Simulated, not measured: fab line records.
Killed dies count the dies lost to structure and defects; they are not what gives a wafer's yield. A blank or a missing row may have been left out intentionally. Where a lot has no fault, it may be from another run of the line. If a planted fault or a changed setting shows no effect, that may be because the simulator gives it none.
The tool behind it: which one? | flow nand_harc | 24 lots, 72 wafers sampled, at 6 steps of a route of 1302

## WHAT THE GAUGES SHOWED, per wafer
NHARC_P_CONTACT_INSPECT_14. Usual: raw_defect_count at 4.1, with a standard deviation of 2.6.
lot  | measured     | on                | raw_defect_count | flag
L074 | day 5 17:11  | defect_inspect-01 | 4 3 1            |
L075 | day 6 07:43  | defect_inspect-02 | 6 4 8            |
L076 | day 6 16:35  | defect_inspect-02 | 3 7 2            |
L077 | day 7 05:14  | defect_inspect-02 | 4 4 4            |
L078 | day 7 13:04  | defect_inspect-02 | 3 6 3            |
L079 | day 8 03:44  | defect_inspect-02 | 4 3 3            |
L080 | day 8 04:50  | defect_inspect-01 | 3 1 4            |
L082 | day 9 01:56  | defect_inspect-02 | 5 3 3            |
L081 | day 9 02:43  | defect_inspect-02 | 5 6 2            |
L083 | day 9 18:17  | defect_inspect-02 | 2 6 2            |
L084 | day 10 03:47 | defect_inspect-01 | 9 3 8            |
L085 | day 10 09:58 | defect_inspect-02 | 13 9 6           |
L086 | day 10 18:26 | defect_inspect-01 | 1 0 1            |
L087 | day 11 22:20 | defect_inspect-01 | 5 6 0            |
L088 | day 12 00:44 | defect_inspect-01 | 10 6 8           |
L089 | day 12 03:30 | defect_inspect-01 | 10 7 7           |
L090 | day 12 12:46 | defect_inspect-02 | 3 3 4            |
L091 | day 13 01:38 | defect_inspect-01 | 4 1 2            |
L092 | day 13 12:50 | defect_inspect-01 | 7 10 8           |
L093 | day 13 23:25 | defect_inspect-01 | 5 5 9            |
L094 | day 14 04:35 | defect_inspect-01 | 6 6 3            |
L095 | day 14 16:38 | defect_inspect-02 | 4 4 4            |
L096 | day 15 00:18 | defect_inspect-02 | 7 1 2            |
L097 | day 15 12:32 | defect_inspect-02 | 3 7 3            |

NHARC_P_CONTACT_CD_MEAS_19. Usual: cd_nm at 89.3 nm, with a standard deviation of 2.6.
lot  | measured     | on        | cd_nm (nm)     | flag
L074 | day 5 18:07  | cd_sem-02 | 85.9 85.2 87.8 |
L075 | day 6 08:40  | cd_sem-02 | 90.6 91.7 89.7 |
L076 | day 6 17:31  | cd_sem-01 | 89.9 85.1 87.7 |
L077 | day 7 06:14  | cd_sem-01 | 93.8 89.9 92.2 |
L078 | day 7 14:00  | cd_sem-02 | 87.2 86.2 90.5 |
L079 | day 8 04:40  | cd_sem-01 | 87.7 87.5 85.4 |
L080 | day 8 05:47  | cd_sem-03 | 91.0 92.4 93.3 |
L082 | day 9 02:52  | cd_sem-03 | 89.9 88.6 89.7 |
L081 | day 9 03:38  | cd_sem-03 | 90.0 94.4 92.2 |
L083 | day 9 19:13  | cd_sem-02 | 90.2 89.8 91.2 |
L084 | day 10 04:43 | cd_sem-02 | 91.1 90.5 87.6 |
L085 | day 10 10:53 | cd_sem-02 | 89.8 94.0 91.7 |
L086 | day 10 19:22 | cd_sem-02 | 88.8 88.3 89.0 |
L087 | day 11 23:17 | cd_sem-02 | 87.6 88.0 89.0 |
L088 | day 12 01:49 | cd_sem-02 | 92.6 91.3 89.4 |
L089 | day 12 04:26 | cd_sem-03 | 86.9 88.9 88.2 |
L090 | day 12 13:42 | cd_sem-02 | 88.3 85.0 88.8 |
L091 | day 13 02:34 | cd_sem-01 | 91.7 91.3 89.5 |
L092 | day 13 13:46 | cd_sem-01 | 88.0 88.4 82.3 |
L093 | day 14 00:22 | cd_sem-03 | 91.4 89.3 86.5 |
L094 | day 14 05:31 | cd_sem-02 | 88.8 87.5 93.1 |
L095 | day 14 17:34 | cd_sem-01 | 88.2 85.9 88.7 |
L096 | day 15 01:14 | cd_sem-01 | 86.2 90.2 89.2 |
L097 | day 15 13:28 | cd_sem-01 | 86.8 87.5 84.1 |

NHARC_P_M0_INSPECT_11. Usual: raw_defect_count at 4.7, with a standard deviation of 2.9.
lot  | measured     | on                | raw_defect_count | flag
L074 | day 5 21:16  | defect_inspect-02 | 8 3 5            |
L075 | day 6 11:50  | defect_inspect-01 | 5 4 9            |
L076 | day 6 20:38  | defect_inspect-02 | 5 7 3            |
L077 | day 7 09:36  | defect_inspect-01 | 4 9 2            |
L078 | day 7 17:07  | defect_inspect-01 | 5 4 7            |
L079 | day 8 07:49  | defect_inspect-01 | 4 3 3            |
L080 | day 8 09:09  | defect_inspect-01 | 4 2 4            |
L082 | day 9 05:58  | defect_inspect-01 | 1 6 2            |
L081 | day 9 06:55  | defect_inspect-01 | 8 5 1            |
L083 | day 9 22:22  | defect_inspect-02 | 3 7 6            |
L084 | day 10 07:50 | defect_inspect-01 | 9 6 5            |
L085 | day 10 14:12 | defect_inspect-01 | 13 9 7           |
L086 | day 10 22:29 | defect_inspect-01 | 2 4 1            |
L087 | day 12 02:30 | defect_inspect-01 | 4 3 3            |
L088 | day 12 05:28 | defect_inspect-02 | 10 9 6           |
L089 | day 12 16:28 | defect_inspect-02 | 6 7 6            |
L090 | day 12 18:49 | defect_inspect-01 | 5 4 2            |
L091 | day 13 05:51 | defect_inspect-01 | 1 1 4            |
L092 | day 13 16:59 | defect_inspect-01 | 6 8 7            |
L093 | day 14 03:28 | defect_inspect-01 | 5 2 4            |
L094 | day 14 09:17 | defect_inspect-02 | 7 15 6           |
L095 | day 14 20:47 | defect_inspect-02 | 1 4 2            |
L096 | day 15 04:20 | defect_inspect-02 | 7 2 4            |
L097 | day 15 16:44 | defect_inspect-02 | 0 4 1            |

## WHICH TOOL RAN EACH LOT (tool, then ch and the chambers of the sampled wafers, then the start)
lot  | NHARC_P_GATE_STRIP_113               | NHARC_P_CONTACT_CMP_01        | NHARC_P_CONTACT_PVD_32
L074 | plasma_asher-02 ch 1, day 5 12:55    | cmp-01 ch 0,2, day 5 16:23    | pvd_sputter-03, day 5 21:16 or earlier
L075 | plasma_asher-02 ch 0,1, day 6 03:27  | cmp-01 ch 0,1,2, day 6 06:46  | pvd_sputter-01, day 6 11:50 or earlier
L076 | plasma_asher-01 ch 0,1, day 6 12:28  | cmp-03 ch 1,2,3, day 6 15:38  | pvd_sputter-01, day 6 20:38 or earlier
L077 | plasma_asher-02 ch 0,1, day 7 00:54  | cmp-03 ch 1,2,3, day 7 04:22  | pvd_sputter-01, day 7 09:36 or earlier
L078 | plasma_asher-01 ch 0,1, day 7 08:55  | cmp-03 ch 0,1,2, day 7 12:16  | pvd_sputter-03, day 7 17:07 or earlier
L079 | plasma_asher-02 ch 1, day 7 23:20    | cmp-03 ch 0,1,3, day 8 02:49  | pvd_sputter-02, day 8 07:49 or earlier
L080 | plasma_asher-02 ch 0,1, day 8 00:25  | cmp-01 ch 0,1, day 8 03:55    | pvd_sputter-01, day 8 09:09 or earlier
L082 | plasma_asher-02 ch 0,1, day 8 21:47  | cmp-01 ch 2,3, day 9 01:06    | pvd_sputter-01, day 9 05:58 or earlier
L081 | plasma_asher-01 ch 0,1, day 8 22:17  | cmp-03 ch 1,2, day 9 01:45    | pvd_sputter-01, day 9 06:55 or earlier
L083 | plasma_asher-01 ch 0,1, day 9 13:49  | cmp-02 ch 1,3, day 9 17:28    | pvd_sputter-01, day 9 22:22 or earlier
L084 | plasma_asher-01 ch 0,1, day 9 23:37  | cmp-02 ch 0,1,2, day 10 02:56 | pvd_sputter-03, day 10 07:50 or earlier
L085 | plasma_asher-02 ch 0,1, day 10 05:41 | cmp-02 ch 2,3, day 10 09:01   | pvd_sputter-02, day 10 14:12 or earlier
L086 | plasma_asher-02 ch 0,1, day 10 14:10 | cmp-01 ch 0,1,2, day 10 17:31 | pvd_sputter-02, day 10 22:29 or earlier
L087 | plasma_asher-01 ch 0,1, day 11 18:26 | cmp-01 ch 0,2,3, day 11 21:26 | pvd_sputter-03, day 12 02:30 or earlier
L088 | plasma_asher-01 ch 0,1, day 11 20:29 | cmp-02 ch 0,1,2, day 11 23:47 | pvd_sputter-03, day 12 05:28 or earlier
L089 | plasma_asher-01 ch 0,1, day 11 23:13 | cmp-03 ch 0,1,2, day 12 02:34 | pvd_sputter-03, day 12 16:28 or earlier
L090 | plasma_asher-02 ch 0,1, day 12 08:30 | cmp-02 ch 0,1,3, day 12 11:49 | pvd_sputter-03, day 12 18:49 or earlier
L091 | plasma_asher-01 ch 0,1, day 12 21:14 | cmp-03 ch 2,3, day 13 00:49   | pvd_sputter-03, day 13 05:51 or earlier
L092 | plasma_asher-02 ch 1, day 13 08:40   | cmp-01 ch 2,3, day 13 12:02   | pvd_sputter-01, day 13 16:59 or earlier
L093 | plasma_asher-01 ch 0,1, day 13 19:23 | cmp-03 ch 0,3, day 13 22:28   | pvd_sputter-02, day 14 03:28 or earlier
L094 | plasma_asher-01 ch 0,1, day 14 00:23 | cmp-03 ch 0,2,3, day 14 03:49 | pvd_sputter-03, day 14 09:17 or earlier
L095 | plasma_asher-01 ch 0,1, day 14 12:29 | cmp-02 ch 0,1,3, day 14 15:49 | pvd_sputter-03, day 14 20:47 or earlier
L096 | plasma_asher-02 ch 0,1, day 14 20:15 | cmp-03 ch 0,2,3, day 14 23:23 | pvd_sputter-03, day 15 04:20 or earlier
L097 | plasma_asher-02 ch 1, day 15 08:23   | cmp-01 ch 0,1,2, day 15 11:43 | pvd_sputter-01, day 15 16:44 or earlier
- NHARC_P_GATE_STRIP_113: strips in N2/H2, time 740 s.
- NHARC_P_CONTACT_CMP_01: polishes SiO2, target thk 200 nm.
- NHARC_P_CONTACT_PVD_32: deposits Ti, target thk 5 nm, time 17.7 s.

## WHAT THE TOOLS THEMSELVES READ (means of the sampled wafers that have a number; where no wafer has one, the mark that the record gives instead)
NHARC_P_GATE_STRIP_113. Usual: drypump_motor_current_A 5.8 A, standard deviation 0.53; heater_power_w 92 W, standard deviation 8.5.
lot  | tool            | drypump_motor_current_A (A) | heater_power_w (W) | flag
L074 | plasma_asher-02 | 5.1                         | 94                 |
L075 | plasma_asher-02 | 5.3                         | 92                 |
L076 | plasma_asher-01 | 6.1                         | 92                 |
L077 | plasma_asher-02 | 5.4                         | 84                 |
L078 | plasma_asher-01 | 6.0                         | 93                 |
L079 | plasma_asher-02 | 5.1                         | 94                 |
L080 | plasma_asher-02 | 5.4                         | 84                 |
L082 | plasma_asher-02 | 5.4                         | 84                 |
L081 | plasma_asher-01 | 6.1                         | 96                 |
L083 | plasma_asher-01 | 6.1                         | 96                 |
L084 | plasma_asher-01 | 6.0                         | 95                 |
L085 | plasma_asher-02 | 5.4                         | 84                 |
L086 | plasma_asher-02 | 5.4                         | 84                 |
L087 | plasma_asher-01 | 6.1                         | 95                 |
L088 | plasma_asher-01 | 6.1                         | 97                 |
L089 | plasma_asher-01 | 6.1                         | 95                 |
L090 | plasma_asher-02 | 5.4                         | 85                 |
L091 | plasma_asher-01 | 6.3                         | 100                |
L092 | plasma_asher-02 | 5.1                         | 95                 |
L093 | plasma_asher-01 | 6.3                         | 99                 |
L094 | plasma_asher-01 | 6.1                         | 95                 |
L095 | plasma_asher-01 | 6.1                         | 95                 |
L096 | plasma_asher-02 | 5.4                         | 86                 |
L097 | plasma_asher-02 | 5.1                         | 94                 |

NHARC_P_CONTACT_CMP_01. Usual: motor_current_A at 12.1 A, with a standard deviation of 0.99.
lot  | tool   | motor_current_A (A) | flag
L074 | cmp-01 | 12.3                |
L075 | cmp-01 | 11.7                |
L076 | cmp-03 | 12.4                |
L077 | cmp-03 | 12.3                |
L078 | cmp-03 | 11.9                |
L079 | cmp-03 | 12.6                |
L080 | cmp-01 | 11.8                |
L082 | cmp-01 | 12.3                |
L081 | cmp-03 | 12.9                |
L083 | cmp-02 | 10.6                |
L084 | cmp-02 | 12.9                |
L085 | cmp-02 | 10.6                |
L086 | cmp-01 | 11.8                |
L087 | cmp-01 | 12.2                |
L088 | cmp-02 | 12.5                |
L089 | cmp-03 | 12.5                |
L090 | cmp-02 | 12.7                |
L091 | cmp-03 | 12.5                |
L092 | cmp-01 | 12.4                |
L093 | cmp-03 | 12.7                |
L094 | cmp-03 | 12.2                |
L095 | cmp-02 | 12.2                |
L096 | cmp-03 | 12.6                |
L097 | cmp-01 | 11.6                |

NHARC_P_CONTACT_PVD_32. Usual: throttle_valve_pct at 29.8 %, with a standard deviation of 1.3.
lot  | tool           | throttle_valve_pct (%) | flag
L074 | pvd_sputter-03 | 30.3                   |
L075 | pvd_sputter-01 | 29.8                   |
L076 | pvd_sputter-01 | 29.6                   |
L077 | pvd_sputter-01 | 30.2                   |
L078 | pvd_sputter-03 | 30.0                   |
L079 | pvd_sputter-02 | 30.2                   |
L080 | pvd_sputter-01 | 28.0                   |
L082 | pvd_sputter-01 | 29.0                   |
L081 | pvd_sputter-01 | 29.6                   |
L083 | pvd_sputter-01 | 30.3                   |
L084 | pvd_sputter-03 | 30.3                   |
L085 | pvd_sputter-02 | 30.0                   |
L086 | pvd_sputter-02 | 30.2                   |
L087 | pvd_sputter-03 | 29.6                   |
L088 | pvd_sputter-03 | 29.6                   |
L089 | pvd_sputter-03 | 29.8                   |
L090 | pvd_sputter-03 | 30.0                   |
L091 | pvd_sputter-03 | 28.7                   |
L092 | pvd_sputter-01 | 30.6                   |
L093 | pvd_sputter-02 | 30.8                   |
L094 | pvd_sputter-03 | 30.0                   |
L095 | pvd_sputter-03 | 29.5                   |
L096 | pvd_sputter-03 | 30.4                   |
L097 | pvd_sputter-01 | 30.2                   |

## THE ANSWER, worked out from the rows above alone
Rule: a lot counts as off when the mean over its wafers that have a number is more than 3 standard deviations away from the usual mean. A lot without any number at a reading at which 4 lots or more have one is off too. All remaining lots with rows at the step are treated as sound. After the gauges, taken in route order, come the tools' own readings; for these a lot's mean is taken, as printed above. The first step at which some lot is off is used, and at that step the reading that is off furthest; a lot without a number counts as furthest.
No lot is off on any of the readings shown, so nothing can be concluded from this.

## WHAT HAD BEEN PUT IN BY THE SIMULATOR
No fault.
